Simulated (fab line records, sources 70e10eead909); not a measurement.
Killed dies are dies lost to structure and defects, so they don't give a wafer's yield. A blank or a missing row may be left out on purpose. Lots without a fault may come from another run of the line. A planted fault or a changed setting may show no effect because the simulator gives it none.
Which tool did it? | flow nand_harc | 13 lots, 39 wafers sampled, at 5 steps of a route of 1159

WHAT THE GAUGES READ, wafer by wafer
NHARC_END_SORT_01.
lot  | measured     | on        | killed_at_array | killed_at_other | killed_at_periphery | killed_dies | killed_open | killed_short
L486 | day 24 11:31 | prober-02 | 140 121 97      | 1 1 0           | 0 4 1               | 141 126 98  | 1 4 0       | 1 0 2
L484 | day 24 11:31 | prober-01 | 86 132 144      | 1 0 2           | 3 7 3               | 90 139 149  | 1 2 1       | 2 0 2

WHICH TOOL RAN EACH LOT (tool, then ch and the chambers of the sampled wafers, then the start)
lot  | NHARC_A_STAIRCASE_PRECLEAN_256      | NHARC_THIN_TSV_CMP_01         | NHARC_THIN_TSV_DESCUM_14           | NHARC_THIN_TSV_ETCH_44
L463 | wet_bench-05 ch 1,5,6, day 11 00:57 | cmp-03 ch 0,1,2, day 19 00:34 | rie_diel-10 ch 0,1,2, day 19 02:06 | rie_diel-10 ch 0,1,2, day 19 02:14
L464 | wet_bench-05 ch 0,1,6, day 11 12:56 | cmp-01 ch 1,3, day 19 02:59   | rie_diel-04 ch 0,1, day 19 04:26   | rie_diel-04 ch 0,3, day 19 04:37
L465 | wet_bench-02 ch 0,2,7, day 11 13:32 | cmp-03 ch 0,2,3, day 18 22:09 | rie_diel-10 ch 0,1, day 18 23:38   | rie_diel-10 ch 2,3, day 18 23:43
L467 | wet_bench-05 ch 0,2,7, day 11 23:25 | cmp-01 ch 0,3, day 19 05:49   | rie_diel-10 ch 1,2,3, day 19 07:18 | rie_diel-10 ch 1,2,3, day 19 07:29
L466 | wet_bench-06 ch 3,4,5, day 12 00:11 | cmp-01 ch 0,2,3, day 19 04:10 | rie_diel-04 ch 1,3, day 19 05:39   | rie_diel-04 ch 0,1,2, day 19 05:46
L468 | wet_bench-06 ch 2,6,7, day 12 11:18 | cmp-02 ch 2,3, day 19 19:04   | rie_diel-11 ch 0,2,3, day 19 20:26 | rie_diel-11 ch 1,2,3, day 19 20:31
L470 | wet_bench-05 ch 0,2,5, day 12 20:30 | cmp-03 ch 0,2,3, day 20 01:10 | rie_diel-04 ch 0,1,3, day 20 02:37 | rie_diel-04 ch 0,1,2, day 20 02:41
L473 | wet_bench-06 ch 2,3,4, day 13 12:04 | cmp-03 ch 0,2,3, day 21 03:11 | rie_diel-11 ch 1,2,3, day 21 04:41 | rie_diel-11 ch 0,1,2, day 21 04:46
L476 | wet_bench-02 ch 5,6,7, day 14 13:22 | cmp-02 ch 0,2, day 21 08:57   | rie_diel-10 ch 2,3, day 21 10:26   | rie_diel-10 ch 1,3, day 21 10:34
L474 | wet_bench-02 ch 1,2,3, day 14 20:52 | cmp-02 ch 1,3, day 22 02:51   | rie_diel-11 ch 0,1,3, day 22 04:18 | rie_diel-11 ch 0,1,2, day 22 04:29
L480 | wet_bench-02 ch 0,2,4, day 15 14:33 | cmp-01 ch 1,3, day 23 04:37   | rie_diel-11 ch 1,3, day 23 05:58   | rie_diel-11 ch 1,3, day 23 06:03
L486 | wet_bench-02 ch 5,6,7, day 16 13:34 | cmp-02 ch 1,2, day 23 19:29   | rie_diel-10 ch 0,1, day 23 20:50   | rie_diel-10 ch 0,3, day 23 20:55
L484 | wet_bench-02 ch 1,2,4, day 17 03:59 | cmp-02 ch 0,1,3, day 23 20:44 | rie_diel-10 ch 0,1,2, day 23 22:02 | rie_diel-10 ch 1,2, day 23 22:07
- NHARC_A_STAIRCASE_PRECLEAN_256: cleans in SC1.
- NHARC_THIN_TSV_CMP_01: polishes.
- NHARC_THIN_TSV_DESCUM_14: chemistry O2, time 3 s.
- NHARC_THIN_TSV_ETCH_44: etches the open film in CF4/O2, target depth 1594.2 nm, time 797.1 s.

WHAT THE TOOLS THEMSELVES READ (means of the sampled wafers that have a number; where no wafer has one, the mark that the record gives instead)
NHARC_THIN_TSV_CMP_01.
lot  | tool   | motor_current_A (A)
L463 | cmp-03 | 12.0
L464 | cmp-01 | 12.4
L465 | cmp-03 | 11.9
L467 | cmp-01 | 11.7
L466 | cmp-01 | 11.6
L468 | cmp-02 | 10.8
L470 | cmp-03 | 12.3
L473 | cmp-03 | 12.2
L476 | cmp-02 | 11.7
L474 | cmp-02 | 10.8
L480 | cmp-01 | 12.3
L486 | cmp-02 | 11.4
L484 | cmp-02 | 11.8

NHARC_THIN_TSV_DESCUM_14.
lot  | tool        | drypump_motor_current_A (A) | oes_product_au (a.u.) | rf_vpp_V (V) | showerhead_plenum_p_Torr (Torr) | throttle_valve_pct (%)
L463 | rie_diel-10 | 5.4                         | 1.002                 | 58.1         | 1.97                            | 11.311
L464 | rie_diel-04 | 6.0                         | 1.010                 | 57.9         | 1.91                            | 11.308
L465 | rie_diel-10 | 5.3                         | 0.999                 | 57.5         | 2.04                            | 11.312
L467 | rie_diel-10 | 5.5                         | 1.004                 | 58.4         | 1.91                            | 11.308
L466 | rie_diel-04 | 5.9                         | 1.004                 | 58.1         | 1.89                            | 11.321
L468 | rie_diel-11 | 6.1                         | 0.993                 | 57.8         | 1.90                            | 11.308
L470 | rie_diel-04 | 5.7                         | 0.991                 | 58.5         | 1.86                            | 11.307
L473 | rie_diel-11 | 5.8                         | 0.994                 | 58.7         | 1.94                            | 11.298
L476 | rie_diel-10 | 5.5                         | 1.003                 | 57.2         | 1.84                            | 11.312
L474 | rie_diel-11 | 6.0                         | 0.993                 | 57.3         | 1.89                            | 11.318
L480 | rie_diel-11 | 5.7                         | 0.997                 | 58.3         | 1.93                            | 11.312
L486 | rie_diel-10 | 5.3                         | 1.000                 | 57.4         | 2.04                            | 11.311
L484 | rie_diel-10 | 5.4                         | 1.008                 | 57.9         | 1.97                            | 11.316

NHARC_THIN_TSV_ETCH_44.
lot  | tool        | drypump_motor_current_A (A) | oes_product_au (a.u.) | rf_vpp_V (V) | showerhead_plenum_p_Torr (Torr) | throttle_valve_pct (%)
L463 | rie_diel-10 | 5.4                         | 0.996                 | 798          | 1.89                            | 16.903
L464 | rie_diel-04 | 5.5                         | 1.009                 | 789          | 1.76                            | 16.913
L465 | rie_diel-10 | 5.5                         | 1.001                 | 791          | 1.77                            | 16.911
L467 | rie_diel-10 | 5.4                         | 1.006                 | 794          | 1.83                            | 16.905
L466 | rie_diel-04 | 5.8                         | 1.007                 | 793          | 1.80                            | 16.909
L468 | rie_diel-11 | 5.8                         | 0.995                 | 796          | 1.86                            | 16.915
L470 | rie_diel-04 | 5.8                         | 1.017                 | 792          | 1.80                            | 16.925
L473 | rie_diel-11 | 6.0                         | 0.992                 | 793          | 1.82                            | 16.911
L476 | rie_diel-10 | 5.5                         | 1.002                 | 795          | 1.83                            | 16.912
L474 | rie_diel-11 | 6.0                         | 1.005                 | 794          | 1.82                            | 16.904
L480 | rie_diel-11 | 5.8                         | 0.981                 | 795          | 1.85                            | 16.922
L486 | rie_diel-10 | 5.3                         | 1.008                 | 797          | 1.89                            | 16.912
L484 | rie_diel-10 | 5.4                         | 1.011                 | 797          | 1.89                            | 16.910

THE ANSWER, worked out from the rows above alone
Rule: what is usual is taken from the lots themselves. Put in order of their means at a reading, lots are off if they are a third of the lots or fewer, leave a main group of 4 or more, and stand apart from it by a gap of 3 or more times the standard deviation of the main group's means; of several such gaps the widest counts. A main group whose means are all the same, to the digits that the tables above print for the reading, isn't used. A lot without any number at a reading at which 4 lots or more have one is off too. The other lots that the step has rows for count as sound. The gauges are gone through in route order, then the tools' own readings, and for those a lot's mean is taken as printed above. The first step at which some lot is off is used, and at that step the reading that is off furthest; a lot without a number counts as furthest.
No lot is off at any reading shown: from this, nothing can be told.

WHAT THE SIMULATOR HAD PUT IN
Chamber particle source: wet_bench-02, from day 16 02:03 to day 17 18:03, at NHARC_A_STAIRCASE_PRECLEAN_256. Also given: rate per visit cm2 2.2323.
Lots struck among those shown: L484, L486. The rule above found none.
